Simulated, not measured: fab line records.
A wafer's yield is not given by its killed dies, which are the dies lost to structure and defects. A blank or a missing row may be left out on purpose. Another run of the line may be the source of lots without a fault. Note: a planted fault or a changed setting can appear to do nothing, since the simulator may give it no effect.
Which tool was responsible?	flow n5Finfet	9 lots with 27 wafers sampled at 5 steps, on a route of 1938 steps

WHAT THE GAUGES READ, wafer by wafer
N5_BEOL_M4_RC_MEAS_101. Usual: DIBL_N 36.3 mV/V, standard deviation 1.8; DIBL_P 36.5 mV/V, standard deviation 2.1; IOFF_N 0.16 nA/um, standard deviation 0.031; IOFF_P 0.22 nA/um, standard deviation 0.038; ION_N 677 uA/um, standard deviation 12; ION_P 466 uA/um, standard deviation 7.8; SS_N 71.5 mV/dec, standard deviation 0.61; SS_P 73.2 mV/dec, standard deviation 0.7; VT_N 249 mV, standard deviation 3; VT_P -248.9 mV, standard deviation 3.
lot	measured	on	DIBL_N (mV/V)	DIBL_P (mV/V)	IOFF_N (nA/um)	IOFF_P (nA/um)	ION_N (uA/um)	ION_P (uA/um)	SS_N (mV/dec)	SS_P (mV/dec)	VT_N (mV)	VT_P (mV)	flag
L626	day 8 17:48	prober-02	32.9 38.3 37.4	32.6 39.2 38.4	0.10 0.17 0.18	0.14 0.22 0.21	663 668 686	462 453 469	70.6 72.1 71.9	72.1 73.9 72.8	254 249 249	-253.9 -248.2 -249.4	
L630	day 10 15:43	prober-01	38.0 38.9 37.6	38.8 39.3 37.4	0.20 0.21 0.17	0.24 0.25 0.22	697 705 679	470 468 458	72.1 71.5 71.4	74.1 74.0 74.1	246 246 249	-249.7 -250.0 -252.2	
L633	day 10 10:07	prober-02	36.3 34.8 38.2	36.3 34.0 39.1	0.14 0.12 0.18	0.18 0.15 0.22	665 664 693	455 455 465	71.3 71.0 70.9	73.1 72.9 74.1	252 256 249	-255.5 -258.4 -252.0	
L644	day 12 20:28	prober-01	38.0 38.1 37.2	37.9 39.2 37.7	0.18 0.18 0.17	0.22 0.24 0.21	666 680 685	456 475 466	71.7 72.4 71.8	74.5 73.8 73.5	249 248 246	-250.5 -251.5 -250.0	
L646	day 13 19:41	prober-02	32.2 32.5 33.8	32.2 32.5 33.8	0.10 0.11 0.12	0.15 0.15 0.17	641 671 650	449 462 453	70.8 70.4 70.7	72.1 72.4 72.5	256 255 253	-254.0 -252.8 -252.0	
L647	day 14 04:28	prober-01	36.1 36.2 36.2	36.8 36.5 37.3	0.17 0.16 0.16	0.23 0.23 0.25	682 682 683	469 475 467	71.8 71.7 71.4	73.2 72.9 73.1	248 248 249	-249.1 -246.7 -244.5	
L648	day 14 01:23	prober-01	34.1 34.1 38.3	35.5 34.8 40.8	0.14 0.14 0.23	0.20 0.19 0.31	680 661 698	469 457 477	71.8 71.4 71.7	72.6 72.4 73.5	250 249 245	-250.0 -249.1 -246.5	

TOOL THAT RAN EACH LOT (tool first, then ch and the chambers of the sampled wafers, then the start)
lot	N5_BEOL_M0_SAQP_ALD_48	N5_BEOL_M0_SAQP_ETCH_49	N5_BEOL_M0_CUTY_ETCH_63	N5_BEOL_M0_ETCH_109
L626	aldSin-02 ch 1,2,3, day 5 22:44	rieDiel-03 ch 0,1, day 5 23:16	rieDiel-01 ch 2,3, day 5 23:55	rieDiel-02 ch 0,1,2, day 6 02:01
L630	aldSin-02 ch 0,2,3, day 7 00:07	rieDiel-04 ch 0,1,3, day 7 00:39	rieDiel-02 ch 0,1,3, day 7 01:28	rieDiel-05 ch 0,2,3, day 7 12:10
L633	aldSin-04 ch 1,2, day 7 16:52	rieDiel-03 ch 0,1, day 7 17:23	rieDiel-05 ch 0,3, day 7 18:07	rieDiel-02 ch 1,2, day 7 18:59
L634	aldSin-04 ch 0,1,2, day 7 21:09	rieDiel-06 ch 0,2,3, day 7 21:40	rieDiel-02 ch 0,1,2, day 7 22:20	-
L635	aldSin-04 ch 0,1, day 8 07:22	rieDiel-03 ch 0,1, day 8 07:53	rieDiel-02 ch 0,2,3, day 8 08:26	-
L644	aldSin-02 ch 1,2,3, day 10 10:09	rieDiel-03 ch 1,3, day 10 10:41	rieDiel-05 ch 0,1,2, day 10 11:21	rieDiel-02 ch 1,3, day 10 13:20
L646	aldSin-02 ch 1,2, day 10 18:54	rieDiel-04 ch 0,3, day 10 19:31	rieDiel-01 ch 1,3, day 10 20:11	rieDiel-05 ch 0,1, day 10 23:50
L647	aldSin-04 ch 0,2, day 11 06:17	rieDiel-03 ch 0,2,3, day 11 06:49	rieDiel-02 ch 1,2,3, day 11 07:40	rieDiel-05 ch 0,1, day 11 10:14
L648	aldSin-01 ch 0,1,3, day 11 16:45	rieDiel-03 ch 0,2,3, day 11 17:16	rieDiel-02 ch 0,1,3, day 11 17:58	rieDiel-02 ch 0,3, day 11 20:24
- N5_BEOL_M0_SAQP_ALD_48: deposits SiO2, target thk 20 nm, pulse time 1 s, co reactant pulse time 1 s.
- N5_BEOL_M0_SAQP_ETCH_49: etches SiO2 in CF4/O2, target depth 37 nm.
- N5_BEOL_M0_CUTY_ETCH_63: etches SOC in N2/H2, target depth 82.7 nm, overetch 16.5 nm, time 124 s.
- N5_BEOL_M0_ETCH_109: etches SiCN in CH3F/O2, target depth 8 nm, overetch 2.4 nm, time 27.4 s.

WHAT THE TOOLS THEMSELVES READ (means of the sampled wafers that have a number; where no wafer has one, the mark that the record gives instead)
N5_BEOL_M0_SAQP_ALD_48. Usual: heaterPowerOuterW 41 W, standard deviation 5.1; heaterPowerW 78 W, standard deviation 7.7; precursorPulseHeightRel 1.001, standard deviation 0.019.
lot	tool	heaterPowerOuterW (W)	heaterPowerW (W)	precursorPulseHeightRel	flag
L626	aldSin-02	40	73	0.994	
L630	aldSin-02	39	71	0.990	
L633	aldSin-04	46	85	0.982	
L634	aldSin-04	42	80	0.995	
L635	aldSin-04	41	78	0.981	
L644	aldSin-02	39	73	0.973	
L646	aldSin-02	40	72	0.999	
L647	aldSin-04	38	77	1.000	
L648	aldSin-01	39	76	1.014	

N5_BEOL_M0_SAQP_ETCH_49. Usual: O2_flow_sccm 10.00 sccm, standard deviation 0.032; biasW 48.98 W, standard deviation 0.14; drypumpMotorCurrentA 5.9 A, standard deviation 0.39; oesProductAu 0.75 a.u., standard deviation 0.072; rfVppV 241 V, standard deviation 3.5; showerheadPlenumPTorr 2.23 Torr, standard deviation 0.057; throttleValvePct 15.92 %, standard deviation 0.28.
lot	tool	O2_flow_sccm (sccm)	biasW (W)	drypumpMotorCurrentA (A)	oesProductAu (a.u.)	rfVppV (V)	showerheadPlenumPTorr (Torr)	throttleValvePct (%)	flag
L626	rieDiel-03	10.00	48.91	5.9	0.72	240	2.28	16.05	
L630	rieDiel-04	10.00	48.79	5.9	0.80	242	2.27	15.78	
L633	rieDiel-03	10.00	48.81	5.9	0.70	239	2.27	16.08	
L634	rieDiel-06	9.98	48.93	5.6	0.74	239	2.15	16.06	
L635	rieDiel-03	10.02	48.86	5.9	0.70	239	2.27	16.10	
L644	rieDiel-03	10.03	48.94	5.9	0.76	240	2.27	15.85	
L646	rieDiel-04	9.98	49.08	5.6	0.76	242	2.26	15.94	
L647	rieDiel-03	10.02	48.99	6.1	0.91	242	2.21	15.61	
L648	rieDiel-03	10.00	49.09	6.1	0.90	242	2.21	15.60	

N5_BEOL_M0_CUTY_ETCH_63. Usual: biasW is 150.1 W with standard deviation 0.42, chamberPressureMTorr is 29.999 mTorr with standard deviation 0.028, drypumpMotorCurrentA is 5.9 A with standard deviation 0.56, oesProductAu is 0.65 a.u. with standard deviation 0.071, rfVppV is 525.1 V with standard deviation 2.8, showerheadPlenumPTorr is 2.59 Torr with standard deviation 0.094, and throttleValvePct is 17.73 % with standard deviation 0.21.
lot	tool	biasW (W)	chamberPressureMTorr (mTorr)	drypumpMotorCurrentA (A)	oesProductAu (a.u.)	rfVppV (V)	showerheadPlenumPTorr (Torr)	throttleValvePct (%)	flag
L626	rieDiel-01	150.3	29.989	5.0	0.68	522.5	2.47	17.59	
L630	rieDiel-02	149.8	30.004	6.3	0.71	527.0	2.68	17.53	
L633	rieDiel-05	149.9	29.998	6.1	0.57	522.4	2.47	17.87	
L634	rieDiel-02	-	-	-	-	-	-	-	OFF
L635	rieDiel-02	-	-	-	-	-	-	-	OFF
L644	rieDiel-05	149.9	30.003	5.9	0.67	525.7	2.58	17.78	
L646	rieDiel-01	150.3	29.984	5.4	0.67	523.1	2.54	17.66	
L647	rieDiel-02	150.2	30.002	6.1	0.69	526.1	2.65	17.75	
L648	rieDiel-02	149.5	29.983	6.3	0.66	527.8	2.66	17.58	

N5_BEOL_M0_ETCH_109. Usual: CH3F_flow_sccm 30.02 sccm, standard deviation 0.091; O2_flow_sccm 20.00 sccm, standard deviation 0.065; drypumpMotorCurrentA 6.0 A, standard deviation 0.53; oesProductAu 0.66 a.u., standard deviation 0.074; rfVppV 297.7 V, standard deviation 1.7; showerheadPlenumPTorr 2.03 Torr, standard deviation 0.078; throttleValvePct 16.27 %, standard deviation 0.22.
lot	tool	CH3F_flow_sccm (sccm)	O2_flow_sccm (sccm)	drypumpMotorCurrentA (A)	oesProductAu (a.u.)	rfVppV (V)	showerheadPlenumPTorr (Torr)	throttleValvePct (%)	flag
L626	rieDiel-02	30.11	20.00	6.1	0.72	299.0	2.07	16.02	
L630	rieDiel-05	29.97	19.99	5.8	0.60	297.2	2.02	16.52	
L633	rieDiel-02	30.08	19.95	6.2	0.77	298.4	2.09	16.00	
L644	rieDiel-02	30.01	20.02	6.2	0.75	299.0	2.13	16.23	
L646	rieDiel-05	29.95	19.98	6.2	0.67	297.2	1.99	16.12	
L647	rieDiel-05	29.98	20.02	5.9	0.73	297.2	2.03	16.19	
L648	rieDiel-02	30.04	20.06	6.1	0.69	299.3	2.10	16.30	

THE ANSWER, worked out from the rows above alone
Rule: lot off if the mean of its wafers having a number is beyond 3 standard deviations from the usual mean. Also off: a lot with no number at a reading for which 4 or more lots have one. Any other lot the step has rows for is counted as sound. The gauges are gone through in route order, then the tools' own readings, and for those a lot's mean is taken as printed above. At the first step where some lot is off, the reading lying furthest off is the one used; lots without a number count as furthest.
Off, at N5_BEOL_M0_CUTY_ETCH_63 on biasW: L634, L635. Without a number there: L634, L635.
A tool fits if, at that step or a process step before it, it ran every lot that is off, and no sound lot after the first of them. None of those tried fits.

WHAT THE SIMULATOR PUT IN
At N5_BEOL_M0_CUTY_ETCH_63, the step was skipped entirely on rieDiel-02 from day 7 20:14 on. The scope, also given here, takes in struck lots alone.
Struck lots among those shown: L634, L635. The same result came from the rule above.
